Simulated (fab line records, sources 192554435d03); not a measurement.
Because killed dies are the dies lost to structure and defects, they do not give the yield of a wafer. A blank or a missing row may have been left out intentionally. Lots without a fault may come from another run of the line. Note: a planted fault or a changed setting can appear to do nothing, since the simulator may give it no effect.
Split-lot experiment	flow n5 finfet	21 wafers read from 7 lots, route of 1938 steps

== ABOUT THE SPLIT ==
At N5_MIM_BOT_LITHO_EXPOSE_05 (exposes mask MIM BOT), the setting dose mj was moved away from the recipe's 24.25 on 5 of the 21 wafers read, by -4.8% to +5.9%. For the rest of the wafers, this setting stayed at what the recipe calls for.

== FROM THE SPLIT TO THE READING: what the file shows between them, 3 steps ==
- N5_MIM_BOT_LITHO_PEB_06
- N5_MIM_BOT_LITHO_DEVELOP_07: develop time 60 s
- N5_MIM_BOT_LITHO_HARDBAKE_09: time 120 s

== THE READING ==
At N5_MIM_BOT_LITHO_CD_MEAS_08: cd nm in nanometres, against a target cd of 3000 nm. A value of 2999.5 nm with a standard deviation of 1.5 nm is what fault-free wafers of this fab line usually give.

wafer	tool, chamber at the split	dose mj as run	against the recipe	cd nm, nm	against lot-mates on the recipe
L074.2	krf scanner-02, 0	24.25	recipe	2998.3	-
L074.4	krf scanner-02, 0	24.25	recipe	2998.9	-
L074.6	krf scanner-02, 0	24.25	recipe	2997.9	-
L076.1	krf scanner-02, 0	24.25	recipe	2997.2	-
L076.4	krf scanner-02, 0	24.25	recipe	2996.7	-
L076.6	krf scanner-02, 0	24.25	recipe	2995.2	-
L080.1	krf scanner-01, 0	24.25	recipe	3001.0	-
L080.4	krf scanner-01, 0	23.09	-4.8%	2991.7	-9.3
L080.5	krf scanner-01, 0	23.09	-4.8%	2988.9	-12.1
L089.1	krf scanner-02, 0	24.25	recipe	2999.1	-
L089.3	krf scanner-02, 0	24.25	recipe	2997.7	-
L089.5	krf scanner-02, 0	24.25	recipe	2999.1	-
L083.1	krf scanner-01, 0	24.25	recipe	2997.6	-
L083.3	krf scanner-01, 0	24.25	recipe	2999.4	-
L083.5	krf scanner-01, 0	24.25	recipe	2997.5	-
L097.1	krf scanner-02, 0	25.68	+5.9%	3010.6	+11.1
L097.2	krf scanner-02, 0	24.25	recipe	2999.5	-
L097.5	krf scanner-02, 0	25.68	+5.9%	3008.2	+8.7
L096.3	krf scanner-01, 0	25.55	+5.4%	3008.9	+9.8
L096.5	krf scanner-01, 0	24.25	recipe	2999.2	-
L096.6	krf scanner-01, 0	24.25	recipe	2999.0	-

FIT RESULTS
A straight line over all 21 wafers: cd nm changes by +1.83 nm for each +1% of dose mj; r = +0.96; the points scatter about the line by 1.4 nm.
The same after taking each lot's own level away (the mean of its wafers on the recipe; 21 wafers): +1.9 nm for each +1%; r = +0.98; scatter 1 nm.
On that fit, the largest move of dose mj shifts the reading by 11 nm.
From 2996.37 to 3001.00 nm: that is the span of the lots' own levels, equal to 3.1 times the standard deviation above.
Consequently the slope shifts little with the lot-to-lot level, the two slopes agreeing.
Check: for one of the wafers moved furthest among these (+5.9%), held out of the fit, the line's prediction against its lot-mates is +10.9 nm. Against them it came out at +11.1 nm.

== OTHER SPLITS APPLIED TO THESE WAFERS ==
Other splits were also applied to these wafers ahead of the reading. Each is held against what the fit with the lots' levels taken away leaves over:
other split on the same wafers	wafers away from the commonest value	r with cd nm (lot level and that fit taken away)
N5_BEOL_M15_PEB_26 peb time s	7	-0.05

== THE FILE'S OWN FIT ==
cd nm changes by +1.87 nm for each +1% of dose mj, r = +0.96.
